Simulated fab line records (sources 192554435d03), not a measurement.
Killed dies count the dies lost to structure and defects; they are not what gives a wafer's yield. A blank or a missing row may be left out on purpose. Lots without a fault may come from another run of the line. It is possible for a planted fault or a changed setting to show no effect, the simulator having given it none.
Matching of chambers / flow n5Finfet / N5_MOL_CONTACT_COAG_ETCHBACK_134 on rieDiel-06 has 4 sister chambers
The step etches SiO2 in CHF3, target depth 10 nm, time 6.7 s. 16 wafers are shown with their chamber, then 8 later ones without.

== WAFERS WITH THEIR CHAMBER ==
wafer=L076.2; chamber=3; drypumpMotorCurrentA (A)=5.9; showerheadPlenumPTorr (Torr)=2.37; throttleValvePct (%)=19.40
wafer=L076.5; chamber=0; drypumpMotorCurrentA (A)=6.0; showerheadPlenumPTorr (Torr)=2.44; throttleValvePct (%)=18.85
wafer=L076.6; chamber=3; drypumpMotorCurrentA (A)=5.9; showerheadPlenumPTorr (Torr)=2.37; throttleValvePct (%)=19.39
wafer=L077.2; chamber=2; drypumpMotorCurrentA (A)=5.3; showerheadPlenumPTorr (Torr)=2.30; throttleValvePct (%)=19.03
wafer=L077.5; chamber=0; drypumpMotorCurrentA (A)=5.9; showerheadPlenumPTorr (Torr)=2.43; throttleValvePct (%)=18.86
wafer=L077.6; chamber=3; drypumpMotorCurrentA (A)=5.9; showerheadPlenumPTorr (Torr)=2.37; throttleValvePct (%)=19.39
wafer=L087.2; chamber=2; drypumpMotorCurrentA (A)=5.3; showerheadPlenumPTorr (Torr)=2.29; throttleValvePct (%)=19.08
wafer=L087.3; chamber=0; drypumpMotorCurrentA (A)=5.9; showerheadPlenumPTorr (Torr)=2.42; throttleValvePct (%)=18.91
wafer=L087.6; chamber=2; drypumpMotorCurrentA (A)=5.3; showerheadPlenumPTorr (Torr)=2.29; throttleValvePct (%)=19.09
wafer=L088.1; chamber=3; drypumpMotorCurrentA (A)=5.9; showerheadPlenumPTorr (Torr)=2.35; throttleValvePct (%)=19.44
wafer=L088.2; chamber=0; drypumpMotorCurrentA (A)=5.9; showerheadPlenumPTorr (Torr)=2.42; throttleValvePct (%)=18.93
wafer=L088.4; chamber=0; drypumpMotorCurrentA (A)=5.9; showerheadPlenumPTorr (Torr)=2.42; throttleValvePct (%)=18.92
wafer=L090.1; chamber=2; drypumpMotorCurrentA (A)=5.3; showerheadPlenumPTorr (Torr)=2.29; throttleValvePct (%)=19.10
wafer=L090.4; chamber=3; drypumpMotorCurrentA (A)=5.9; showerheadPlenumPTorr (Torr)=2.35; throttleValvePct (%)=19.45
wafer=L090.6; chamber=2; drypumpMotorCurrentA (A)=5.3; showerheadPlenumPTorr (Torr)=2.29; throttleValvePct (%)=19.12
wafer=L089.1; chamber=1; drypumpMotorCurrentA (A)=6.1; showerheadPlenumPTorr (Torr)=2.45; throttleValvePct (%)=19.12

SIGNATURES (averages over the wafers above)
reading=drypumpMotorCurrentA; chamber 0=5.920; chamber 1=6.100; chamber 2=5.300; chamber 3=5.900; scatter within a chamber=0.0258
reading=showerheadPlenumPTorr; chamber 0=2.4260; chamber 1=2.4500; chamber 2=2.2920; chamber 3=2.3620; scatter within a chamber=0.00856
reading=throttleValvePct; chamber 0=18.8940; chamber 1=19.1200; chamber 2=19.0840; chamber 3=19.4140; scatter within a chamber=0.0331
Rule: for a wafer and a chamber, the distance is found by dividing, reading by reading, the gap between the wafer's reading and the chamber's mean by the reading's scatter, squaring, summing and taking the root. The wafer belongs to the nearest chamber; if the next one is less than 2 further off, it can't be placed. How the scatter is found: for the shown wafers, subtract from each reading the mean of its chamber, square and add these, divide the total by (wafers less chambers), then take the root.

== WAFERS MISSING THEIR CHAMBER ==
wafer=L089.4; drypumpMotorCurrentA (A)=5.3; showerheadPlenumPTorr (Torr)=2.28; throttleValvePct (%)=19.09
wafer=L089.6; drypumpMotorCurrentA (A)=6.1; showerheadPlenumPTorr (Torr)=2.45; throttleValvePct (%)=19.12
wafer=L093.1; drypumpMotorCurrentA (A)=6.1; showerheadPlenumPTorr (Torr)=2.45; throttleValvePct (%)=19.13
wafer=L093.5; drypumpMotorCurrentA (A)=5.3; showerheadPlenumPTorr (Torr)=2.28; throttleValvePct (%)=19.10
wafer=L093.6; drypumpMotorCurrentA (A)=6.1; showerheadPlenumPTorr (Torr)=2.45; throttleValvePct (%)=19.11
wafer=L096.2; drypumpMotorCurrentA (A)=5.3; showerheadPlenumPTorr (Torr)=2.28; throttleValvePct (%)=19.10
wafer=L096.3; drypumpMotorCurrentA (A)=6.0; showerheadPlenumPTorr (Torr)=2.42; throttleValvePct (%)=18.46
wafer=L096.4; drypumpMotorCurrentA (A)=5.2; showerheadPlenumPTorr (Torr)=2.28; throttleValvePct (%)=19.12

== WHICH CHAMBER EACH WENT THROUGH ==
wafer=L089.4; from the rows above=2; in truth=2
wafer=L089.6; from the rows above=1; in truth=1
wafer=L093.1; from the rows above=1; in truth=1
wafer=L093.5; from the rows above=2; in truth=2
wafer=L093.6; from the rows above=1; in truth=1
wafer=L096.2; from the rows above=2; in truth=2
wafer=L096.3; from the rows above=0; in truth=0
wafer=L096.4; from the rows above=2; in truth=2
Placed correctly: 8 of 8. Not placeable from these rows: 0. Placed wrongly: 0.
